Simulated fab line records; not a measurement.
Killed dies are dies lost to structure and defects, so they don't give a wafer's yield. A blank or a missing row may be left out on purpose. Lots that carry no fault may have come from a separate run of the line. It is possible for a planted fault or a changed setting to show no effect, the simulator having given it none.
Matching of chambers || flow nand harc || NHARC_A_STAIRCASE_TRIM_12 on rie diel-10 has 4 sister chambers
The step chemistry O2, time 211.2 s. 4 wafers are shown with their chamber, then 10 later ones without.

## WAFERS PAIRED WITH THEIR CHAMBERS
{"wafer": "L088.2", "chamber": 1, "drypump motor current A (A)": 5.8}
{"wafer": "L088.4", "chamber": 3, "drypump motor current A (A)": 5.0}
{"wafer": "L088.1", "chamber": 2, "drypump motor current A (A)": 5.3}
{"wafer": "L088.3", "chamber": 0, "drypump motor current A (A)": 5.6}

## WAFERS WITHOUT THEIR CHAMBER
{"wafer": "L088.6", "drypump motor current A (A)": 5.0}
{"wafer": "L090.1", "drypump motor current A (A)": 5.0}
{"wafer": "L090.3", "drypump motor current A (A)": 5.3}
{"wafer": "L090.5", "drypump motor current A (A)": 5.3}
{"wafer": "L091.1", "drypump motor current A (A)": 5.3}
{"wafer": "L091.5", "drypump motor current A (A)": 5.0}
{"wafer": "L091.6", "drypump motor current A (A)": 5.6}
{"wafer": "L092.1", "drypump motor current A (A)": 5.6}
{"wafer": "L092.4", "drypump motor current A (A)": 5.0}
{"wafer": "L092.6", "drypump motor current A (A)": 5.9}

## THE CHAMBER EACH PASSED THROUGH
{"wafer": "L088.6", "from the rows above": 3, "in truth": 3}
{"wafer": "L090.1", "from the rows above": 3, "in truth": 3}
{"wafer": "L090.3", "from the rows above": 2, "in truth": 2}
{"wafer": "L090.5", "from the rows above": 2, "in truth": 2}
{"wafer": "L091.1", "from the rows above": 2, "in truth": 2}
{"wafer": "L091.5", "from the rows above": 3, "in truth": 3}
{"wafer": "L091.6", "from the rows above": 0, "in truth": 0}
{"wafer": "L092.1", "from the rows above": 0, "in truth": 0}
{"wafer": "L092.4", "from the rows above": 3, "in truth": 3}
{"wafer": "L092.6", "from the rows above": 1, "in truth": 1}
Placed correctly: 10 of 10. Left unplaced by these rows: 0. Wrongly placed: 0.
How it was worked out, from the rows above alone: a wafer's distance from a chamber is the root of the sum, over the readings, of the square of ((its reading less the chamber's mean) divided by the reading's scatter). If the next closest chamber is less than 2 further off than the closest, the wafer can't be placed; otherwise it belongs to the closest. The mean given for a chamber averages the wafers shown for that chamber. The scatter: root of mean squared gap, hidden wafer to nearest shown wafer, with one shown wafer a chamber.
